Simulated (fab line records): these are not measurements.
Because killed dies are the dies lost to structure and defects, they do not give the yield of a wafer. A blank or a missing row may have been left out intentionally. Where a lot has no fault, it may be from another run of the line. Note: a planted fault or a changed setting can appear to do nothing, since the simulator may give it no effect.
Split-lot trial ; flow n5 finfet ; 39 wafers read from 7 lots, route of 1938 steps

THE SPLIT
At N5_SD_EPI_P_EPI_21 (deposits SiGe:B, time 355 s), the setting dopant conc cm3 was moved away from the recipe's 3e+20 on 18 of the 39 wafers read, by -15.9% to +7.5%. For the rest of the wafers, this setting stayed at what the recipe calls for.

FROM THE SPLIT TO THE READING: what the file shows between them, 3 steps
- N5_SD_EPI_P_HM_STRIP_48: strips SiNx in H3PO4, material SiNx, target depth 3 nm
- N5_SD_ACTIVATION_RTA_00: time 0 s
- N5_SD_ACTIVATION_LSA_01: time 0.0008 s

THE READING
RS_SD_P, in ohm/sq, at N5_SD_ACTIVATION_RS_MEAS_03 (measures by four-point-probe). Fault-free wafers of this fab line usually give 55.9 ohm/sq, standard deviation 0.76 ohm/sq.

wafer;tool, chamber at the split;dopant conc cm3 as run;against the recipe;RS_SD_P, ohm/sq;against lot-mates on the recipe
L074.1;epi rpcvd-04, 0;2.753e+20;-8.2%;60.8;+4.2
L074.2;epi rpcvd-04, 0;3e+20;recipe;56.4;-
L074.3;epi rpcvd-04, 0;2.753e+20;-8.2%;60.9;+4.3
L074.4;epi rpcvd-04, 0;3e+20;recipe;56.6;-
L074.5;epi rpcvd-04, 0;2.753e+20;-8.2%;61.5;+4.9
L074.6;epi rpcvd-04, 0;3e+20;recipe;56.9;-
L084.1;epi rpcvd-04, 0;3e+20;recipe;56.0;-
L084.5;epi rpcvd-04, 0;3e+20;recipe;56.4;-
L084.6;epi rpcvd-04, 0;3e+20;recipe;56.1;-
L085.1;epi rpcvd-01, 0;2.775e+20;-7.5%;60.0;+4.4
L085.2;epi rpcvd-01, 0;3e+20;recipe;55.8;-
L085.3;epi rpcvd-01, 0;3e+20;recipe;55.5;-
L085.4;epi rpcvd-01, 0;3e+20;recipe;55.4;-
L085.5;epi rpcvd-01, 0;2.775e+20;-7.5%;59.9;+4.3
L085.6;epi rpcvd-01, 0;2.775e+20;-7.5%;61.3;+5.7
L086.1;epi rpcvd-03, 0;3e+20;recipe;56.2;-
L086.2;epi rpcvd-03, 0;3e+20;recipe;55.6;-
L086.3;epi rpcvd-03, 0;2.668e+20;-11.1%;62.8;+7.1
L086.4;epi rpcvd-03, 0;3e+20;recipe;55.2;-
L086.5;epi rpcvd-03, 0;2.668e+20;-11.1%;62.1;+6.4
L086.6;epi rpcvd-03, 0;2.668e+20;-11.1%;62.3;+6.6
L087.1;epi rpcvd-01, 0;3e+20;recipe;55.6;-
L087.2;epi rpcvd-01, 0;3e+20;recipe;55.8;-
L087.3;epi rpcvd-01, 0;3.225e+20;+7.5%;52.8;-3.2
L087.4;epi rpcvd-01, 0;3.225e+20;+7.5%;53.2;-2.8
L087.5;epi rpcvd-01, 0;3.225e+20;+7.5%;52.6;-3.4
L087.6;epi rpcvd-01, 0;3e+20;recipe;56.6;-
L089.1;epi rpcvd-03, 0;3e+20;recipe;55.6;-
L089.2;epi rpcvd-03, 0;3e+20;recipe;55.6;-
L089.3;epi rpcvd-03, 0;2.522e+20;-15.9%;65.7;+10.3
L089.4;epi rpcvd-03, 0;2.522e+20;-15.9%;65.7;+10.3
L089.5;epi rpcvd-03, 0;3e+20;recipe;55.0;-
L089.6;epi rpcvd-03, 0;2.522e+20;-15.9%;66.0;+10.6
L095.1;epi rpcvd-04, 0;3e+20;recipe;56.6;-
L095.2;epi rpcvd-04, 0;3e+20;recipe;56.7;-
L095.3;epi rpcvd-04, 0;3.14e+20;+4.7%;54.5;-2.1
L095.4;epi rpcvd-04, 0;3e+20;recipe;56.5;-
L095.5;epi rpcvd-04, 0;3.14e+20;+4.7%;54.1;-2.5
L095.6;epi rpcvd-04, 0;3.14e+20;+4.7%;54.0;-2.6

FIT RESULTS
A straight line over all 39 wafers: RS_SD_P changes by -0.562 ohm/sq for each +1% of dopant conc cm3; r = -0.99; the points scatter about the line by 0.61 ohm/sq.
The same after taking each lot's own level away (the mean of its wafers on the recipe; 39 wafers): -0.59 ohm/sq for each +1%; r = -0.99; scatter 0.56 ohm/sq.
The reading moves by 9.4 ohm/sq for the largest change in dopant conc cm3, on that fit.
Across the lots, their own levels run from 55.40 to 56.63 ohm/sq, a range of 1.6 times the standard deviation given above.
The two slopes agree, so the slope changes little with the lot-to-lot level.
Check: for one of the wafers moved furthest among these (-15.9%), held out of the fit, the line's prediction against its lot-mates is +9.49 ohm/sq. It came out at +10.3 ohm/sq against them.

ADDITIONAL SPLITS CARRIED BY THESE WAFERS
Other splits were also applied to these wafers ahead of the reading. Each is held against what the fit with the lots' levels taken away leaves over:
other split on the same wafers;wafers away from the commonest value;r with RS_SD_P (lot level and that fit taken away)
N5_FIN_SAQP_SPACER1_ALD_24 ald cycles;9;+0.21
N5_DUMMY_GATE_EXPOSE_12 dose mj;12;-0.22
N5_DUMMY_GATE_ETCH_31 target depth a;15;+0.15
N5_DUMMY_GATE_ETCH_42 bias w;15;+0.04

THE FILE'S OWN FIT
RS_SD_P changes by -0.602 ohm/sq for each +1% of dopant conc cm3, r = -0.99.
